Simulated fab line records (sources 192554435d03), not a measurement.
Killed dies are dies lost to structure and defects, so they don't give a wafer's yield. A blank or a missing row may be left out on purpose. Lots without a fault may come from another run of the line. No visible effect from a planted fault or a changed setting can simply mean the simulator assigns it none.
Split-lot experiment	flow n5Finfet	on a route of 1938 steps: 7 lots, 21 wafers read

ON THE SPLIT
At N5_BEOL_M3_ETCH_64 (etches SOC in N2/H2, target depth 75 nm, overetch 15 nm, time 112.5 s), the setting timeS was moved away from the recipe's 112.5 s on 11 of the 21 wafers read, by -17.1% to +19.8%. All remaining wafers had this setting at the recipe value.

The split's own step is where the reading is taken.

THE READING
SiARC_of_BEOL_M3_COAT_62.thkNm (the simulator's own value, which no gauge read), in nm, at N5_BEOL_M3_ETCH_64 (etches SOC in N2/H2, target depth 75 nm, overetch 15 nm, time 112.5 s). The file gives no usual value for it. Across the 10 wafers here that went through the recipe, the average is 6.8 nm and the standard deviation 0.13 nm.

wafer	tool, chamber at the split	timeS as run, s	against the recipe	SiARC_of_BEOL_M3_COAT_62.thkNm, nm	against lot-mates on the recipe
L074.2	rieDiel-05, 0	112.5	recipe	7	-
L074.4	rieDiel-05, 3	112.5	recipe	6.8	-
L074.6	rieDiel-05, 3	112.5	recipe	6.8	-
L075.2	rieDiel-06, 3	112.5	recipe	6.8	-
L075.5	rieDiel-06, 0	93.26	-17.1%	7.8	+1.0
L075.6	rieDiel-06, 2	93.26	-17.1%	7.6	+0.8
L080.1	rieDiel-03, 1	112.5	recipe	6.8	-
L080.4	rieDiel-03, 0	124	+10.2%	6.2	-0.6
L080.5	rieDiel-03, 0	124	+10.2%	6.2	-0.6
L086.2	rieDiel-05, 1	128.1	+13.9%	6	-0.7
L086.4	rieDiel-05, 3	112.5	recipe	6.8	-
L086.5	rieDiel-05, 1	112.5	recipe	6.6	-
L087.1	rieDiel-05, 3	112.5	recipe	6.8	-
L087.2	rieDiel-05, 1	99.44	-11.6%	7.4	+0.6
L087.6	rieDiel-05, 1	99.44	-11.6%	7.4	+0.6
L095.1	rieDiel-03, 0	134.8	+19.8%	5.6	-1.4
L095.2	rieDiel-03, 3	134.8	+19.8%	5.8	-1.2
L095.4	rieDiel-03, 2	112.5	recipe	7	-
L096.1	rieDiel-03, 3,2	96.27	-14.4%	7.6	+1.0
L096.2	rieDiel-03, 3,2	96.27	-14.4%	7.6	+1.0
L096.4	rieDiel-03, 0	112.5	recipe	6.6	-
Rows listing several chambers each stand for several wafers; the file does not say which wafer went through which chamber.

FIT RESULTS
A straight line over all 21 wafers: SiARC_of_BEOL_M3_COAT_62.thkNm changes by -0.0549 nm for each +1% of timeS; r = -0.99; the points scatter about the line by 0.1 nm.
The same after taking each lot's own level away (the mean of its wafers on the recipe; 21 wafers): -0.0599 nm for each +1%; r = -0.99; scatter 0.11 nm.
The reading moves by 1.2 nm for the largest change in timeS, on that fit.
Measured against the standard deviation above, the lots' own levels, which go from 6.60 to 7.00 nm, span 3.2 times it.
So the lot-to-lot level changes the slope little: the two slopes agree.
Check: with one of the wafers moved furthest among these (+19.8%) left out of the fit, the line predicts -1.14 nm for it against its lot-mates. It came out at -1.4 nm against them.

THESE WAFERS: OTHER SPLITS
Note: prior to the reading, these wafers also went through further splits. Each is held against what the fit with the lots' levels taken away leaves over:
other split on the same wafers	wafers away from the commonest value	r with SiARC_of_BEOL_M3_COAT_62.thkNm (lot level and that fit taken away)
N5_BEOL_M1_EXPOSE_25 doseMj	10	-0.11
N5_BEOL_M1_SPUTTER_81 timeS	6	+0.14
N5_BEOL_M3_COAT_05 spinRpm	6	+0.17

THE WHOLE CHAIN: every reading that the file lists as answering this split, in the file's order
step	what it does	reading	change (the file's fit)	r (the file's)
N5_BEOL_M3_ETCH_64	etches SOC in N2/H2, target depth 75 nm, overetch 15 nm, time 112.5 s	SiARC_of_BEOL_M3_COAT_62.thkNm (the simulator's own value, which no gauge read)	-0.0592 nm for each +1% of the setting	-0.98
N5_BEOL_M3_HM_OPEN_17	chemistry Cl2/BCl3, target TiN, target depth 20 nm, overetch 6 nm	etch.depthNm (the simulator's own value, which no gauge read)	not straight: 19.82 at the lowest setting, 19.93 at the recipe, 17.66 at the highest	not given

THE FILE'S OWN FIT
SiARC_of_BEOL_M3_COAT_62.thkNm changes by -0.0592 nm for each +1% of timeS, r = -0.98.
